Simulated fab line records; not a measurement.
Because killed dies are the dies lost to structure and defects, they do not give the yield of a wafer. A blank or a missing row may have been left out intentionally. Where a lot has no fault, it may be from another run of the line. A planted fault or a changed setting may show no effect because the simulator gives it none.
Matching of chambers / flow n5Finfet / N5_BEOL_M15_VIA_ETCH_16 on rieDiel-04 has 4 sister chambers
The step etches SiO2 in C4F8/O2/Ar, target depth 1792.2 nm. 8 wafers are shown with their chamber, then 8 later ones without.

== WAFERS WITH THEIR CHAMBER ==
wafer=L080.3; chamber=0; rfVppV (V)=2155; drypumpMotorCurrentA (A)=5.1
wafer=L082.6; chamber=3; rfVppV (V)=2265; drypumpMotorCurrentA (A)=5.9
wafer=L085.2; chamber=3; rfVppV (V)=2263; drypumpMotorCurrentA (A)=5.9
wafer=L085.4; chamber=2; rfVppV (V)=2196; drypumpMotorCurrentA (A)=6.1
wafer=L086.4; chamber=2; rfVppV (V)=2196; drypumpMotorCurrentA (A)=6.1
wafer=L086.5; chamber=1; rfVppV (V)=2185; drypumpMotorCurrentA (A)=5.2
wafer=L086.6; chamber=0; rfVppV (V)=2154; drypumpMotorCurrentA (A)=5.2
wafer=L093.1; chamber=1; rfVppV (V)=2185; drypumpMotorCurrentA (A)=5.2

== WAFERS MISSING THEIR CHAMBER ==
wafer=L093.3; rfVppV (V)=2261; drypumpMotorCurrentA (A)=5.9
wafer=L093.5; rfVppV (V)=2155; drypumpMotorCurrentA (A)=5.1
wafer=L096.1; rfVppV (V)=2196; drypumpMotorCurrentA (A)=6.1
wafer=L096.3; rfVppV (V)=2186; drypumpMotorCurrentA (A)=5.2
wafer=L096.5; rfVppV (V)=2195; drypumpMotorCurrentA (A)=6.1
wafer=L094.1; rfVppV (V)=2185; drypumpMotorCurrentA (A)=5.2
wafer=L094.2; rfVppV (V)=2153; drypumpMotorCurrentA (A)=5.2
wafer=L094.5; rfVppV (V)=2154; drypumpMotorCurrentA (A)=5.2

== WHICH CHAMBER EACH ONE RAN IN ==
wafer=L093.3; from the rows above=3; in truth=3
wafer=L093.5; from the rows above=0; in truth=0
wafer=L096.1; from the rows above=2; in truth=2
wafer=L096.3; from the rows above=1; in truth=1
wafer=L096.5; from the rows above=2; in truth=2
wafer=L094.1; from the rows above=1; in truth=1
wafer=L094.2; from the rows above=0; in truth=0
wafer=L094.5; from the rows above=0; in truth=0
Correct placement for 8 of the 8. From these rows, 0 cannot be placed. Wrongly placed: 0.
How it was worked out, from the rows above alone: a wafer's distance from a chamber is the root of the sum, over the readings, of the square of ((its reading less the chamber's mean) divided by the reading's scatter). The wafer belongs to the nearest chamber; if the next one is less than 2 further off, it can't be placed. A chamber's mean is the mean of its shown wafers. How the scatter is found: for the shown wafers, subtract from each reading the mean of its chamber, square and add these, divide the total by (wafers less chambers), then take the root.
